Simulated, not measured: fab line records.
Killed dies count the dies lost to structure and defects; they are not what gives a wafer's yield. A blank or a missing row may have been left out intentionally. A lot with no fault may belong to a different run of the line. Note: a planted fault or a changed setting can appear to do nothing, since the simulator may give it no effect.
Chamber matching ; flow nand harc ; NHARC_A_SGD_CUT_DEP_00 on pecvd-01: 3 sister chambers
The step deposits SiNx, target thk 50 nm. 22 wafers are shown with their chamber, then 11 later ones without.

== WAFERS, EACH WITH ITS CHAMBER ==
wafer;chamber;heater power w (W);heater power outer w (W)
L081.2;2;644;381
L081.3;0;734;391
L081.5;0;721;405
L082.2;0;621;336
L082.5;1;707;444
L082.6;2;666;403
L084.4;1;708;423
L084.5;2;623;381
L084.6;0;727;402
L086.1;2;583;342
L086.2;1;651;386
L086.6;1;650;390
L087.1;0;752;409
L087.2;2;670;404
L087.3;1;718;442
L090.1;0;673;361
L090.5;2;661;397
L090.6;0;691;366
L092.1;1;693;423
L092.2;2;588;338
L092.5;1;687;423
L093.1;0;759;428

SIGNATURES (averages over the wafers above)
reading;chamber 0;chamber 1;chamber 2;scatter within a chamber
heater power w;709.75;687.71;633.57;37.9
heater power outer w;387.25;418.71;378.00;27.3
Rule: a wafer lies at a distance from a chamber equal to the root of the sum of squares, over the readings, of (its reading less the chamber's mean, divided by the reading's scatter). If the next closest chamber is less than 2 further off than the closest, the wafer can't be placed; otherwise it belongs to the closest. How the scatter is found: for the shown wafers, subtract from each reading the mean of its chamber, square and add these, divide the total by (wafers less chambers), then take the root.

== WAFERS MISSING THEIR CHAMBER ==
wafer;heater power w (W);heater power outer w (W)
L093.3;705;428
L093.4;739;424
L095.3;580;328
L095.4;592;338
L095.5;711;390
L096.1;727;381
L096.4;660;408
L096.5;715;389
L097.1;646;385
L097.2;783;444
L097.3;690;423

== EACH ONE'S CHAMBER ==
wafer;from the rows above;in truth
L093.3;can't be placed: 1 or 0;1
L093.4;can't be placed: 1 or 0 or 2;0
L095.3;can't be placed: 2 or 0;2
L095.4;can't be placed: 2 or 0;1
L095.5;can't be placed: 0 or 1 or 2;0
L096.1;can't be placed: 0 or 1 or 2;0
L096.4;can't be placed: 1 or 2 or 0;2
L096.5;can't be placed: 0 or 1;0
L097.1;can't be placed: 2 or 1 or 0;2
L097.2;can't be placed: 1 or 0 or 2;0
L097.3;can't be placed: 1 or 0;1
Placed correctly: 0 of 11. These rows do not allow placing 11 (true chamber among the candidates in 10). Wrongly placed: 0.
